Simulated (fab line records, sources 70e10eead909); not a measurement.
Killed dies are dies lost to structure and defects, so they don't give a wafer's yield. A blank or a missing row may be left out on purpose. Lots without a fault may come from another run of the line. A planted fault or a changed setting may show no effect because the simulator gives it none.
A struck lot beside a sound one | flow nand_harc | 13 steps out of a route of 1302
Sound: wafers L797.4, L797.5, L797.6. Struck: wafers L794.3, L794.5, L794.6. The cause comes at the end.
At each step with rows: each side's tool, then ch and its chambers, then its first start. Under that, the readings that differ: sound wafers | struck wafers | difference of the means | sigmas: that difference in standard deviations of wafers without a fault.
alike: readings whose means differ by less than 2 such deviations, and words and numbers that are the same on both sides. not compared: withheld readings, readings that some wafer has no value for, bounds like >300 that may hide the same value, and numbers for which the record gives no deviation and whose values overlap.
The two part at a step that has a row with sigmas, a row that says differs or no value, or rows on one side only. Numbers that don't overlap but have no deviation are shown without sigmas and don't part them. A reading that every wafer of one side lacks parts them only if that side has two wafers or more.

NHARC_A_STAIRCASE_DEP_417: deposits Si3N4, target thk 60 nm.
  sound on pecvd-04 ch 0,1,2, day 24 22:28; struck on pecvd-03 ch 1,2, day 23 18:07
  alike: heater_power_w, susceptor_temp_C
then, 3 steps without rows for these wafers: NHARC_A_STAIRCASE_WET_418 (chemistry H3PO4, target depth 20 nm); NHARC_A_STAIRCASE_PRECLEAN_419 (cleans in SC1); NHARC_A_STAIRCASE_SRD_421.
NHARC_A_STAIRCASE_ALD_420: deposits SiO2, target thk 20 nm, pulse time 6 s, ald cycles 200.
  sound on ald_hk-01 ch 0,3, day 25 01:02; struck on ald_hk-03 ch 1,2,3, day 23 21:13
  alike: heater_power_w, precursor_pulse_height_rel, susceptor_temp_C
then, 1 step without rows for these wafers: NHARC_A_STAIRCASE_CVD_552 (deposits SiNx, target thk 40 nm).
NHARC_A_STAIRCASE_DEP_151: deposits SiO2, target thk 7200 nm.
  sound on pecvd-04 ch 0,1,2, day 25 10:25; struck on pecvd-04 ch 0,2, day 24 05:00
  alike: heater_power_w, mfc_precursor_sccm, susceptor_temp_C
then, 1 step without rows for these wafers: NHARC_A_STAIRCASE_ANNEAL_320 (time 1800 s).
NHARC_A_STAIRCASE_DEP_322: deposits SiO2, target thk 7200 nm.
  sound on pecvd-04 ch 0,1,2, day 25 17:11; struck on pecvd-02 ch 0,2, day 24 10:05
  alike: heater_power_w, mfc_precursor_sccm, susceptor_temp_C
then, 1 step without rows for these wafers: NHARC_A_STAIRCASE_ANNEAL_323 (time 1800 s).
NHARC_A_STAIRCASE_DEP_325: deposits SiO2, target thk 7200 nm.
  sound on pecvd-03 ch 0,1, day 26 00:31; struck on pecvd-04 ch 0,2, day 24 17:17
  reading                   | sound             | struck            | difference | sigmas
  mfc_precursor_sccm (sccm) | 201.3 200.3 200.2 | 272.3 271.6 272.2 | +71.4      | +99 or more
  alike: heater_power_w, susceptor_temp_C
then, 1 step without rows for these wafers: NHARC_A_STAIRCASE_ANNEAL_326 (time 1800 s).
-- the record jumps here: 6 days lie between the struck wafers' starts before and after (it left off in module A_STAIRCASE and takes up again in module END, whose first step shown is number 1302 of the route) --
NHARC_END_SORT_01:
  sound on prober-01 ch 0, day 32 02:19; struck on prober-01 ch 0, day 30 15:45
  alike: killed_at_array, killed_at_other, killed_at_periphery, killed_dies, killed_open, killed_short

WHERE THEY PART
Only at NHARC_A_STAIRCASE_DEP_325, within this record. Later steps at which nothing parts them and some readings are alike: NHARC_END_SORT_01.

WHY: what the simulator had put in
Process parameter drift: pecvd-04, from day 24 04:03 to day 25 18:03, at NHARC_A_STAIRCASE_DEP_325. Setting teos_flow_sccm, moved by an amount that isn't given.
